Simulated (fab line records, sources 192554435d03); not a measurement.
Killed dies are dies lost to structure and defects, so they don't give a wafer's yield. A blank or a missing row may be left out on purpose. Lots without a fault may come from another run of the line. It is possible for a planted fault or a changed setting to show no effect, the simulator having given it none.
A struck lot beside a sound one    flow n5 finfet    15 out of 1938 route steps
Sound: the wafers L687.1, L687.2, L687.5. Wafers L695.1, L695.4, L695.5 were the ones struck. Last of all comes the cause.
Per side, at each step with rows, come the tool, then ch with its chambers, and then its first start. Under that, the readings that differ: sound wafers    struck wafers    difference of the means    sigmas: that difference in standard deviations of wafers without a fault.
alike: a reading whose means differ by less than 2 such deviations, as well as words and numbers matching on both sides. not compared: withheld readings; readings where some wafer has no value; bounds like >300 that might hide an equal value; numbers whose values overlap and for which the record gives no deviation.
Wherever a step has rows on one side only, a row that says differs or no value, or a row with sigmas, the two part there. Numbers that have no deviation but don't overlap get no sigmas and don't part them. A reading that every wafer of one side lacks parts them only if that side has two wafers or more.

first, 6 steps without rows for these wafers: N5_BEOL_M1_COAT_22 (resist thk 30 nm); N5_BEOL_M1_EBR_24; N5_BEOL_M1_SOFTBAKE_23 (time 60 s); N5_BEOL_M1_EXPOSE_25 (exposes mask V0, defocus 5 nm, target cd 24 nm); N5_BEOL_M1_PEB_26 (peb time 60 s); N5_BEOL_M1_DEVELOP_27 (develop time 30 s).
N5_BEOL_M1_CD_MEAS_28: target cd y 23.3 nm.
  sound on cd sem-02 ch 0, day 7 03:16; struck on cd sem-03 ch 0, day 9 11:16
  alike: cd nm
N5_BEOL_M1_OVL_MEAS_29:
  sound on overlay-02 ch 0, day 7 03:18; struck on overlay-02 ch 0, day 9 11:17
  alike: V0_OVL
N5_BEOL_M1_INSPECT_30: inspects for defects (brightfield).
  sound on defect inspect-02 at day 7 03:22; struck on defect inspect-02 at day 9 11:21
  alike: raw defect count
N5_BEOL_M1_DESCUM_33: chemistry O2, time 7 s.
  sound on rie diel-06 ch 0,3, day 7 03:23; struck on rie diel-02 ch 0,2, day 9 11:23
reading                          sound           struck          difference  sigmas
drypump motor current A (A)      4.8 4.8 4.8     5.8 5.5 5.8     +0.9        +2
showerhead plenum p Torr (Torr)  1.99 2.17 1.99  2.23 2.17 2.23  +0.16       +2
  alike: oes product au, rf vpp V, throttle valve pct
  not compared: rf hours counter h
N5_BEOL_M1_ETCH_77: etches underlayer in N2/H2, target depth 6.5 nm, time 5.2 s.
  sound on rie diel-06 ch 0,3, day 7 03:26; struck on rie diel-02 ch 0,2, day 9 11:25
reading                          sound              struck             difference  sigmas
drypump motor current A (A)      4.8 4.8 4.8        5.8 5.5 5.8        +0.9        +2
rf vpp V (V)                     519.4 523.7 519.2  528.1 524.1 529.6  +6.5        +2
showerhead plenum p Torr (Torr)  2.42 2.64 2.42     2.70 2.63 2.70     +0.18       +2
  alike: etch rf on time s, oes product au, throttle valve pct
  not compared: rf hours counter h
N5_BEOL_M1_ETCH_69: etches SiARC in CF4, target depth 15.6 nm, time 26 s.
  sound on rie diel-06 ch 0,3, day 7 03:26; struck on rie diel-02 ch 0,2, day 9 11:26
reading                          sound              struck             difference  sigmas
drypump motor current A (A)      4.8 4.8 4.8        5.9 5.5 5.8        +0.9        +2
rf vpp V (V)                     181.7 185.5 183.2  187.1 185.4 186.6  +2.9        +2
showerhead plenum p Torr (Torr)  2.05 2.21 2.05     2.27 2.22 2.27     +0.15       +2
  alike: etch rf on time s, oes product au, throttle valve pct
  not compared: rf hours counter h
N5_BEOL_M1_ALD_98: deposits SiO2, target thk 2.5 nm, pulse time 1 s, co reactant pulse time 1 s.
  sound on ald sin-03 ch 0,1,2, day 7 03:32; struck on ald sin-01 ch 1,3, day 9 11:31
reading               sound                 struck             difference  sigmas
susceptor temp C (C)  100.20 100.01 100.06  92.86 92.73 92.76  -7.31       -52
  alike: heater power w, precursor pulse height rel
N5_BEOL_M1_ETCHBACK_99: etches SiO2 in CHF3, target depth 5 nm, time 10.4 s.
  sound on rie diel-04 ch 2,3, day 7 18:55; struck on rie diel-02 ch 1,2,3, day 9 15:33
  alike: drypump motor current A, oes product au, rf vpp V, showerhead plenum p Torr, throttle valve pct
  not compared: rf hours counter h
N5_BEOL_M4_RC_MEAS_101:
  sound on prober-01 ch 0, day 9 13:50; struck on prober-01 ch 0, day 11 09:34
  alike: DIBL_N, DIBL_P, IOFF_N, IOFF_P, ION_N, ION_P, SS_N, SS_P, VT_N, VT_P

WHERE THEY PART
At N5_BEOL_M1_DESCUM_33 first; at N5_BEOL_M1_ALD_98 last (within this record only). Later steps at which nothing parts them and some readings are alike: N5_BEOL_M1_ETCHBACK_99, N5_BEOL_M4_RC_MEAS_101.

WHY: what the simulator had put in
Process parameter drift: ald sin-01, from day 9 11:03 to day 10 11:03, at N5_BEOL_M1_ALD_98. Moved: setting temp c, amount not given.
